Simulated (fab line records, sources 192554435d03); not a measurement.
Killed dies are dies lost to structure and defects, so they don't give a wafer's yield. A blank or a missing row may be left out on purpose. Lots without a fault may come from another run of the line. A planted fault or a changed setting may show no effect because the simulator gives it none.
Chamber matching | flow n5_finfet | N5_WELL_APT_DESCUM_30 on rie_diel-03: 4 sister chambers
The step chemistry O2, time 7.9 s. 4 wafers are shown with their chamber, then 9 later ones without.

WAFERS WITH THEIR CHAMBER
wafer  | chamber | drypump_motor_current_A (A)
L081.4 | 1       | 5.7
L090.1 | 3       | 6.6
L090.3 | 0       | 5.4
L090.4 | 2       | 5.7

WAFERS WITHOUT THEIR CHAMBER
wafer  | drypump_motor_current_A (A)
L092.1 | 5.7
L092.4 | 5.7
L092.6 | 6.6
L093.1 | 5.7
L093.2 | 6.6
L093.4 | 5.7
L097.2 | 5.7
L097.3 | 5.4
L097.5 | 5.3

WHICH CHAMBER EACH WENT THROUGH
wafer  | from the rows above     | in truth
L092.1 | can't be placed: 1 or 2 | 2
L092.4 | can't be placed: 1 or 2 | 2
L092.6 | 3                       | 3
L093.1 | can't be placed: 1 or 2 | 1
L093.2 | 3                       | 3
L093.4 | can't be placed: 1 or 2 | 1
L097.2 | can't be placed: 1 or 2 | 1
L097.3 | 0                       | 0
L097.5 | 0                       | 0
Placed correctly: 4 of 9. Can't be placed from these rows: 5 (the true chamber is among the candidates in 5). Placed wrongly: 0.
How it was worked out, from the rows above alone: a wafer's distance from a chamber is the root of the sum, over the readings, of the square of ((its reading less the chamber's mean) divided by the reading's scatter). The wafer belongs to the nearest chamber; if the next one is less than 2 further off, it can't be placed. A chamber's mean is the mean of its shown wafers. The scatter: with one shown wafer a chamber, the root of the mean of the squares of how far each hidden wafer lies from its nearest shown one.
